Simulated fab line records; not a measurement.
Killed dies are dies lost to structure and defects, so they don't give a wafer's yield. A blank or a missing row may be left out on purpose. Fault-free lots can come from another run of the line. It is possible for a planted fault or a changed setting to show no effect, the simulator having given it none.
Matching of chambers :: flow n5 finfet :: rie diel-02 running N5_MOL_CONTACT_COAG_STRIP_96: 4 sister chambers
The step strips in N2/H2. 4 wafers are shown with their chamber, then 9 later ones without.

WAFERS WITH THEIR CHAMBER
wafer: L085.6
chamber: 3
throttle valve pct (%): 18.70

wafer: L092.3
chamber: 0
throttle valve pct (%): 18.74

wafer: L092.4
chamber: 2
throttle valve pct (%): 19.32

wafer: L092.6
chamber: 1
throttle valve pct (%): 18.77

WAFERS WITH NO CHAMBER GIVEN
wafer: L093.1
throttle valve pct (%): 19.33

wafer: L093.3
throttle valve pct (%): 18.76

wafer: L093.4
throttle valve pct (%): 18.77

wafer: L095.2
throttle valve pct (%): 18.76

wafer: L095.5
throttle valve pct (%): 18.74

wafer: L095.6
throttle valve pct (%): 18.75

wafer: L096.1
throttle valve pct (%): 18.77

wafer: L096.2
throttle valve pct (%): 18.76

wafer: L096.3
throttle valve pct (%): 18.73

EACH ONE'S CHAMBER
wafer: L093.1
from the rows above: 2
in truth: 2

wafer: L093.3
from the rows above: can't be placed: 1 or 0
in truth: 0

wafer: L093.4
from the rows above: 1
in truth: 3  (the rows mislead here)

wafer: L095.2
from the rows above: can't be placed: 1 or 0
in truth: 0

wafer: L095.5
from the rows above: 0
in truth: 0

wafer: L095.6
from the rows above: can't be placed: 0 or 1
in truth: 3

wafer: L096.1
from the rows above: 1
in truth: 1

wafer: L096.2
from the rows above: can't be placed: 1 or 0
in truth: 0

wafer: L096.3
from the rows above: 0
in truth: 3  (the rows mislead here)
Correct placement for 3 of the 9. Not placeable from these rows: 4 (in 3, the candidates include the true chamber). Placed wrongly: 2.
How it was worked out, from the rows above alone: a wafer's distance from a chamber is the root of the sum, over the readings, of the square of ((its reading less the chamber's mean) divided by the reading's scatter). If the next closest chamber is less than 2 further off than the closest, the wafer can't be placed; otherwise it belongs to the closest. A chamber's mean is the mean of its shown wafers. The scatter: with one shown wafer a chamber, the root of the mean of the squares of how far each hidden wafer lies from its nearest shown one.
